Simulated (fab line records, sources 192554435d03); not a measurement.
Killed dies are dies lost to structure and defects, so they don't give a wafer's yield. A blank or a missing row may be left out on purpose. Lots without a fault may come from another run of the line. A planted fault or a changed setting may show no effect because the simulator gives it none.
Which tool did it? | flow n5_finfet | 10 lots, 28 wafers sampled, at 1 step of a route of 1938

WHAT THE GAUGES READ, wafer by wafer
N5_BEOL_M6_OVL_MEAS_12.
lot  | measured     | on         | M6_OVL (nm)
L269 | day 9 08:31  | overlay-01 | -0.1 0.8 0.2
L270 | day 10 03:30 | overlay-01 | -0.2 0.6 -0.1
L271 | day 10 10:23 | overlay-01 | 2.0 0.2 0.9
L284 | day 13 03:07 | overlay-01 | -1.0 0.0 0.8
L286 | day 13 09:46 | overlay-02 | -2.0 0.0
L285 | day 13 11:08 | overlay-01 | -0.5 -1.2 0.1
L287 | day 13 12:55 | overlay-02 | -0.6 -0.1
L288 | day 13 14:51 | overlay-02 | -0.3 0.5 -0.8
L289 | day 14 11:33 | overlay-01 | 0.2 1.0 -0.1
L291 | day 14 15:56 | overlay-01 | 0.2 -0.3 -0.6

WHICH TOOL RAN EACH LOT (tool, then ch and the chambers of the sampled wafers, then the start)
The record holds no process step before these readings.

WHAT THE TOOLS THEMSELVES READ (means of the sampled wafers that have a number; where no wafer has one, the mark that the record gives instead)
The record holds no such reading with a usual standard deviation.

THE ANSWER, worked out from the rows above alone
Rule: what is usual is taken from the lots themselves. Put in order of their means at a reading, lots are off if they are a third of the lots or fewer, leave a main group of 4 or more, and stand apart from it by a gap of 3 or more times the standard deviation of the main group's means; of several such gaps the widest counts. A main group whose means are all the same, to the digits that the tables above print for the reading, isn't used. A lot without any number at a reading at which 4 lots or more have one is off too. The other lots that the step has rows for count as sound. The gauges are gone through in route order, then the tools' own readings, and for those a lot's mean is taken as printed above. The first step at which some lot is off is used, and at that step the reading that is off furthest; a lot without a number counts as furthest.
No lot is off at any reading shown: from this, nothing can be told.

WHAT THE SIMULATOR HAD PUT IN
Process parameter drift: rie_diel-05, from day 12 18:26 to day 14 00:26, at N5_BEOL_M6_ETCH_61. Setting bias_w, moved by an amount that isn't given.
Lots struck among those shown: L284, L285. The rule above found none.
